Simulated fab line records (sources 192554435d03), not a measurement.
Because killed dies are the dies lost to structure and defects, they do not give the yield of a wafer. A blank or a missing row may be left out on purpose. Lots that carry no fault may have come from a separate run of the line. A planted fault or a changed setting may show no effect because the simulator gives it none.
One fault seen from 3 desks -- flow n5-finfet -- what lay behind the numbers comes last; until then each desk has only its own

== THE METROLOGY DESK ==
Lot by lot, what the gauges showed, no matter which tool ran the lot: averages of those sampled wafers that carry a number. A lot is out of limits, marked OUT, if its mean lies more than 4 standard deviations from the usual mean; the brackets give that distance.
Columns: A = cd-nm at N5_BEOL_M6_CD_MEAS_11, usual 38.3 nm; B = M6_OVL at N5_BEOL_M6_OVL_MEAS_12, usual -0.2 nm
lot,first seen here,A,B
L931,day 11 04:59,38.8,-0.4
L933,day 11 09:01,38.7,0.2
L939,day 13 13:24,38.7,-1.3
L944,day 14 18:37,38.4,-0.4
L947,day 15 06:43,38.1,0.7
L951,day 17 12:26,38.1,-0.6
Result from this desk: across the 6 lots, nothing is out of limits.

== THE TOOL OWNER'S DESK: rie-diel-03 ==
The tool's own readings at N5_BEOL_M6_ETCH_62 (etches SOC in N2/H2, target depth 110 nm, overetch 22 nm, time 165 s): means of the sampled wafers that have a number, for each lot that ran on this tool. A lot is out of limits, marked OUT, if its mean lies more than 4 standard deviations from the usual mean; the brackets give that distance.
Columns: A = drypump-motor-current-A at N5_BEOL_M6_ETCH_62, usual 5.8 A; B = oes-product-au at N5_BEOL_M6_ETCH_62, usual 0.68 a.u.; C = rf-fwd-power-W at N5_BEOL_M6_ETCH_62, usual 837.8 W; D = rf-vpp-V at N5_BEOL_M6_ETCH_62, usual 524.2 V; E = showerhead-plenum-p-Torr at N5_BEOL_M6_ETCH_62, usual 2.56 Torr; F = throttle-valve-pct at N5_BEOL_M6_ETCH_62, usual 17.8 %
lot,first seen here,A,B,C,D,E,F
L931,day 11 05:14,5.9,0.61,838.3,521.8,2.48,18.0
L939,day 13 13:35,5.5,0.62,836.3,523.6,2.51,17.9
L944,day 14 18:47,5.7,0.68,836.8,525.4,2.60,17.8
Result from this desk: across the 3 lots, nothing is out of limits.

== THE DEFECT DESK ==
Lot by lot, what the route's inspections counted, given as the mean of those sampled wafers with a number. A lot is out of limits, marked OUT, if its mean lies more than 4 standard deviations from the usual mean; the brackets give that distance.
Columns: A = raw-defect-count at N5_BEOL_M6_INSPECT_13, usual 401
lot,first seen here,A
L931,day 11 05:02,455
L933,day 11 09:04,422
L939,day 13 13:27,452
L944,day 14 18:40,456
L947,day 15 06:47,286
L951,day 17 12:29,424
Result from this desk: across the 6 lots, nothing is out of limits.

== TAKEN TOGETHER ==
The metrology desk saw nothing out of limits.
The tool owner's desk saw nothing out of limits.
No out-of-limits result turned up at the defect desk.

== WHAT HAD BEEN PUT IN BY THE SIMULATOR ==
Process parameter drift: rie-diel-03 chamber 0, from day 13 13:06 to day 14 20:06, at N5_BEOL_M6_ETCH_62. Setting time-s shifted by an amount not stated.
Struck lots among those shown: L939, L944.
